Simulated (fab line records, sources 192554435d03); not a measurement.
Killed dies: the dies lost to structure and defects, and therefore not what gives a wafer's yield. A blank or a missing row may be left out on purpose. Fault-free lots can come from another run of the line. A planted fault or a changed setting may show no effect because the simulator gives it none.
A struck lot beside a sound one -- flow n5Finfet -- 22 steps out of a route of 1938
Sound: the wafers L155.1, L155.5, L155.6. Struck: wafers L161.1, L161.3, L161.5. Last of all comes the cause.
At each step with rows: each side's tool, then ch and its chambers, then its first start. Under that, the readings that differ: sound wafers -- struck wafers -- difference of the means -- sigmas: that difference in standard deviations of wafers without a fault.
alike: a reading whose means differ by less than 2 such deviations, as well as words and numbers matching on both sides. not compared: withheld readings; readings where some wafer has no value; bounds like >300 that might hide an equal value; numbers whose values overlap and for which the record gives no deviation.
A row with sigmas, a row that says differs or no value, or rows on one side alone: a step with any of these is where the two part. Numbers that don't overlap but have no deviation are shown without sigmas and don't part them. A reading missing from all wafers of one side parts the sides only when that side holds two or more wafers.

first, 12 steps without rows for these wafers: N5_SDB_STRIP_19 (strips in N2/H2); N5_SDB_STRIP_21 (strips in CF4); N5_SDB_HM_OPEN_20 (chemistry CH3F/O2, target SiNx, stops on poly-Si, target depth 24 nm); N5_SDB_STRIP_22 (strips in N2/H2); N5_SDB_PRECLEAN_23 (cleans in dHF, time 30 s); N5_SDB_DUMMY_REMOVE_24 (chemistry TMAH, target poly-Si, stops on SiO2, target depth 142 nm, time 57 s, rinse time 30 s); N5_SDB_ETCH_25 (etches SiO2 in C4F6/O2, target depth 10 nm, time 3.3 s); N5_SDB_CUT_ETCH_26 (etches Si in HBr/Cl2/O2, target depth 129.6 nm, bt time 20 s, time 51.8 s); N5_SDB_PRECLEAN_38 (cleans in dHF, time 10 s); N5_SDB_PRECLEAN_39 (cleans in O3/DIW, time 45 s); N5_SDB_SRD_28 (time 30 s); N5_SDB_ALD_29 (deposits SiNx, target thk 30 nm, pulse time 1 s, ald cycles 600).
N5_SDB_CMP_30: polishes, stops on poly-Si, t overpolish 1.54 s, target thk 30 nm.
  sound on cmp-01 ch 0,1, day 5 10:02; struck on cmp-01 ch 0,2, day 6 22:56
  alike: motorCurrentA, overpolishRunS, timeToEndpointS
N5_SDB_INSPECT_36: inspects for defects (darkfield).
  sound on defectInspect-01, day 5 10:19; struck on defectInspect-01, day 6 23:13
reading,sound,struck,difference,sigmas
rawDefectCount,10 25 23,625 625 657,+616,+36
then, 4 steps without rows for these wafers: N5_DUMMY_REMOVAL_HM_STRIP_01 (strips SiNx in CH3F/O2, stops on poly-Si, target depth 4 nm, time 6.8 s); N5_DUMMY_REMOVAL_STRIP_10 (strips in N2/H2, time 40 s); N5_DUMMY_REMOVAL_PRECLEAN_07 (cleans in dHF, time 30 s); N5_DUMMY_REMOVAL_DUMMY_REMOVE_02 (chemistry TMAH, target poly-Si, stops on SiO2, target depth 142 nm, time 57 s, rinse time 30 s).
N5_DUMMY_REMOVAL_INSPECT_06: inspects for defects (brightfield).
  sound on defectInspect-01, day 5 10:36; struck on defectInspect-01, day 6 23:35
reading,sound,struck,difference,sigmas
rawDefectCount,10 13 11,568 576 610,+573,+99 or more
then, 1 step without rows for these wafers: N5_DUMMY_REMOVAL_PRECLEAN_08 (cleans in NF3:NH3, afs cycles 2, time 20 s, sublimation time 60 s).
-- here the record skips 4 days between the struck wafers' starts before and after, leaving off in module DUMMY_REMOVAL and picking up in module BEOL_M4 (first step shown: number 1111 of the route) --
N5_BEOL_M4_RC_MEAS_101:
  sound on prober-01 ch 0, day 9 10:08; struck on prober-02 ch 0, day 10 15:01
  alike: DIBL_N, DIBL_P, IOFF_N, IOFF_P, ION_N, ION_P, SS_N, SS_P, VT_N, VT_P
-- the record jumps here: 4 days lie between the struck wafers' starts before and after (it left off in module BEOL_M4 and takes up again in module PASSIVATION, whose first step shown is number 1936 of the route) --
N5_PASSIVATION_PROBE_49:
  only the struck wafers here have rows in the record (prober-01, day 14 20:34); the sound ones have none

WHERE THEY PART
Earliest at N5_SDB_INSPECT_36; latest, in this record, at N5_PASSIVATION_PROBE_49.

WHY: what had been put in by the simulator
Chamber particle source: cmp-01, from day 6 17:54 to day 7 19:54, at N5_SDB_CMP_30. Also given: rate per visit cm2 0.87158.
